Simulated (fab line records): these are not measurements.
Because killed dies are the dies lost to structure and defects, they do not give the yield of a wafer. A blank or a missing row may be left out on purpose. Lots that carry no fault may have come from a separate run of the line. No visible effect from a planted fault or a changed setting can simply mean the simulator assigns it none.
Comparing a struck lot with a sound one :: flow n5Finfet :: 26 out of 1938 route steps
Sound: these wafers, L316.1, L316.3, L316.4. The struck wafers were L310.1, L310.3, L310.5. The cause comes at the end.
Each step with rows lists, per side, the tool, then ch with its chambers, then its first start. Under that, the readings that differ: sound wafers :: struck wafers :: difference of the means :: sigmas: that difference in standard deviations of wafers without a fault.
alike: readings whose means differ by less than 2 such deviations, and words and numbers that are the same on both sides. not compared: withheld readings, readings that some wafer has no value for, bounds like >300 that may hide the same value, and numbers for which the record gives no deviation and whose values overlap.
The two part at a step that has a row with sigmas, a row that says differs or no value, or rows on one side only. Non-overlapping numbers with no deviation appear without sigmas and do not part them. A reading missing from all wafers of one side parts the sides only when that side holds two or more wafers.

N5_BEOL_M8_INSPECT_13: inspects for defects (brightfield).
  sound: defectInspect-02 at day 15 13:46; struck: defectInspect-01 at day 13 21:09
  alike: rawDefectCount
N5_BEOL_M8_DESCUM_16: chemistry O2, time 7.9 s.
  sound on rieDiel-04 ch 0,2, day 15 13:52; struck on rieDiel-04 ch 0,1,3, day 13 21:11
  alike: drypumpMotorCurrentA, oesProductAu, rfVppV, showerheadPlenumPTorr, throttleValvePct
  not compared: rfHoursCounterH
then, 4 steps without rows for these wafers: N5_BEOL_M8_ETCH_61 (etches SiARC in CF4, target depth 45.5 nm, time 75.8 s); N5_BEOL_M8_ETCH_62 (etches SOC in N2/H2, target depth 110 nm, overetch 22 nm, time 165 s); N5_BEOL_M8_STRIP_68 (strips in N2/H2); N5_BEOL_M8_STRIP_67 (strips in CF4).
N5_BEOL_M8_HM_OPEN_17: chemistry Cl2/BCl3, target TiN, target depth 20 nm, overetch 6 nm.
  sound on rieMetal-03 ch 0,1, day 15 14:08; struck on rieMetal-03 ch 0,1, day 13 21:28
  alike: drypumpMotorCurrentA, mfcArSccm, oesProductAu, throttleValvePct
  not compared: rfHoursCounterH
N5_BEOL_M8_STRIP_19: strips in O2.
  sound on rieDiel-04 ch 0,3, day 15 14:20; struck on rieDiel-01 ch 1,2, day 13 21:34
  alike: drypumpMotorCurrentA, oesProductAu, rfVppV, showerheadPlenumPTorr, throttleValvePct
  not compared: rfHoursCounterH
N5_BEOL_M8_CD_MEAS_18: pitch 80 nm, target cd 40 nm.
  sound: cdSem-01 at day 15 14:24; struck: cdSem-02 at day 13 21:38
reading: cdNm (nm)
sound: 41.0 40.6 40.1
struck: 38.7 38.9 39.5
difference: -1.5
sigmas: -3
then, 3 steps without rows for these wafers: N5_BEOL_M8_COAT_63 (time 60 s, resist thk 60 nm); N5_BEOL_M8_COAT_64 (time 60 s, resist thk 12 nm); N5_BEOL_M8_COAT_71 (time 60 s, resist thk 5 nm).
N5_BEOL_M8_COAT_22: resist thk 30 nm.
  sound on lithoTrack-02 ch 0, day 15 15:22; struck on lithoTrack-03 ch 0, day 13 22:40
reading: spinSpeedRpm (rpm)
sound: 1501.0 1501.7 1496.8
struck: 1563.2 1563.8 1564.3
difference: +63.9
sigmas: +58

reading: model.CAR-EUV_of_BEOL_M8_COAT_22.thkNm (nm)
sound: 30 30 30
struck: 29.4 29.2 29.4
difference: -0.7
sigmas: 
then, 5 steps without rows for these wafers: N5_BEOL_M8_EBR_24; N5_BEOL_M8_SOFTBAKE_23 (time 60 s); N5_BEOL_M8_EXPOSE_25 (exposes mask V7, target cd 40 nm); N5_BEOL_M8_PEB_26 (peb time 60 s); N5_BEOL_M8_DEVELOP_27 (develop time 30 s).
N5_BEOL_M8_CD_MEAS_28: target cd 40 nm.
  sound on cdSem-02 ch 0, day 15 15:49; struck on cdSem-02 ch 0, day 13 23:16
  alike: cdNm
N5_BEOL_M8_OVL_MEAS_29:
  sound on overlay-01 ch 0, day 15 15:51; struck on overlay-01 ch 0, day 13 23:17
  alike: V7_OVL
N5_BEOL_M8_INSPECT_30: inspects for defects (brightfield).
  sound: defectInspect-01 at day 15 15:55; struck: defectInspect-01 at day 13 23:21
  alike: rawDefectCount
then, 1 step without rows for these wafers: N5_BEOL_M8_DESCUM_33 (chemistry O2, time 7 s).
N5_BEOL_M8_ETCH_72: etches underlayer in N2/H2, target depth 6.5 nm, time 5.2 s.
  sound on rieDiel-01 ch 1,2,3, day 15 16:11; struck on rieDiel-01 ch 0,3, day 13 23:29
  alike: drypumpMotorCurrentA, etchRfOnTimeS, oesProductAu, rfVppV, showerheadPlenumPTorr, throttleValvePct
  not compared: rfHoursCounterH
N5_BEOL_M8_ETCH_65: etches SiARC in CF4, target depth 15.6 nm, time 26 s.
  sound on rieDiel-01 ch 1,2,3, day 15 16:12; struck on rieDiel-01 ch 0,3, day 13 23:30
reading: model.CAR-EUV_of_BEOL_M8_COAT_22.thkNm (nm)
sound: 11 11.2 11
struck: 10.6 10.6 10.6
difference: -0.5
sigmas: 
  alike: drypumpMotorCurrentA, etchRfOnTimeS, mfcArSccm, oesProductAu, rfVppV, showerheadPlenumPTorr, throttleValvePct
  not compared: rfHoursCounterH
N5_BEOL_M8_ETCH_66: etches SOC in N2/H2, target depth 80 nm, overetch 16 nm, time 120 s.
  sound on rieDiel-01 ch 1,2,3, day 15 16:14; struck on rieDiel-01 ch 0,3, day 13 23:32
  alike: drypumpMotorCurrentA, oesProductAu, rfVppV, showerheadPlenumPTorr, throttleValvePct
  not compared: rfHoursCounterH
-- a jump in the record: the struck wafers' starts before and after are 3 days apart (it breaks off in module BEOL_M8 and resumes in module PASSIVATION, where the first step shown is number 1936 of the route) --
N5_PASSIVATION_PROBE_49:
  sound: prober-02 at day 19 02:08; struck: prober-01 at day 17 07:27
  alike: defectLimitedYield, killed_at_M0_to_M3, killed_at_M4_up, killedAtContacts, killedAtFrontEnd, killedAtOther, killedDies, killedOpen, killedShort, sort_bin_5_function, sort_bin_6_memory, sortNPass, sortYieldPct

WHERE THEY PART
Last at N5_BEOL_M8_COAT_22 as far as this record goes, first at N5_BEOL_M8_CD_MEAS_18. Later steps at which nothing parts them and some readings are alike: N5_BEOL_M8_CD_MEAS_28, N5_BEOL_M8_OVL_MEAS_29, N5_BEOL_M8_INSPECT_30, N5_BEOL_M8_ETCH_72, N5_BEOL_M8_ETCH_65, N5_BEOL_M8_ETCH_66, N5_PASSIVATION_PROBE_49.

WHY: what had been put in by the simulator
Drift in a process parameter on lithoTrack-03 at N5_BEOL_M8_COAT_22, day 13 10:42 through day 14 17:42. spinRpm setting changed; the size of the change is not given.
